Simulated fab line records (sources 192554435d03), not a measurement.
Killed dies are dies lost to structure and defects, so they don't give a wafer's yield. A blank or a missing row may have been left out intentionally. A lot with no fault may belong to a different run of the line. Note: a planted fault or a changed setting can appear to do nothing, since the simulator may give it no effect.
A single fault, viewed from 3 desks    flow n5_finfet    each desk has only its own numbers; what lay behind them comes last

== DESK OF THE TOOL OWNER: litho_track-02 ==
The tool's own readings at N5_BEOL_M9_COAT_63 (time 60 s, resist thk 60 nm): means of the sampled wafers that have a number, for each lot that ran on this tool. Marked OUT: a lot whose mean sits more than 4 standard deviations from the usual mean, which makes it out of limits; the brackets give that distance.
Columns: A = exhaust_pa at N5_BEOL_M9_COAT_63, usual 45.2 Pa; B = spin_speed_rpm at N5_BEOL_M9_COAT_63, usual 1500.0 rpm
lot   first seen here  A     B
L178  day 12 17:19     45.6  1499.3
L177  day 12 20:11     45.5  1500.2
L180  day 13 11:17     45.2  1500.4
L187  day 14 12:36     46.0  1171.5 (-99 or more) OUT
L188  day 15 03:25     44.1  1172.4 (-99 or more) OUT
This desk's finding: out of limits on L187, L188; first on L187, day 14 12:36 (spin_speed_rpm at N5_BEOL_M9_COAT_63). In limits: L178, L177, L180.

== AT THE METROLOGY DESK ==
Means of the sampled wafers that have a number, per lot and without regard to the tool the lot ran on: this is what the gauges read. Marked OUT: a lot whose mean sits more than 4 standard deviations from the usual mean, which makes it out of limits; the brackets give that distance.
Columns: A = V8_OVL at N5_BEOL_M9_OVL_MEAS_29, usual -0.1 nm
lot   first seen here  A
L166  day 9 18:01      -0.2
L167  day 10 08:32     0.4
L168  day 10 12:34     0.1
L169  day 10 17:16     0.7
L173  day 11 16:08     0.3
L176  day 11 18:18     0.2
L175  day 12 10:10     -0.2
L178  day 12 17:44     -0.1
L177  day 12 20:37     0.0
L180  day 13 11:43     1.1
L187  day 14 12:53     -0.3
L188  day 15 03:50     0.5
This desk found nothing out of limits on any of the 12 lots.

== THE DEFECT DESK ==
Counts from the inspections along the route, per lot, as means over the sampled wafers that have a number. Marked OUT: a lot whose mean sits more than 4 standard deviations from the usual mean, which makes it out of limits; the brackets give that distance.
Columns: A = raw_defect_count at N5_BEOL_M8_INSPECT_58, usual 71
lot   first seen here  A
L166  day 9 11:49      93
L167  day 10 03:44     67
L168  day 10 09:51     67
L169  day 10 14:01     60
L173  day 11 13:55     88
L176  day 11 14:37     70
L175  day 12 05:55     96
L178  day 12 14:38     75
L177  day 12 16:20     61
L180  day 13 09:18     51
L187  day 14 07:58     56
L188  day 15 00:40     67
This desk found nothing out of limits on any of the 12 lots.

== ALL TOGETHER ==
At day 14 12:36, on L187, L188, the tool owner's desk was in a position to raise an alarm.
The metrology desk saw nothing out of limits.
Nothing out of limits was seen by the defect desk.
The metrology desk has L187, L188 on record, within its limits.
The defect desk has L187, L188 on record, within its limits.
Of the lots named, all ran N5_BEOL_M9_COAT_63 on litho_track-02.

== WHAT WAS PUT IN BY THE SIMULATOR ==
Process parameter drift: litho_track-02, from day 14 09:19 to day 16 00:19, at N5_BEOL_M9_COAT_63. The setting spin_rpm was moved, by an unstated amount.
Struck lots among those shown: L187, L188.
Each desk's first reading out of limits, in hours after the fault started: the tool owner's desk, 3.
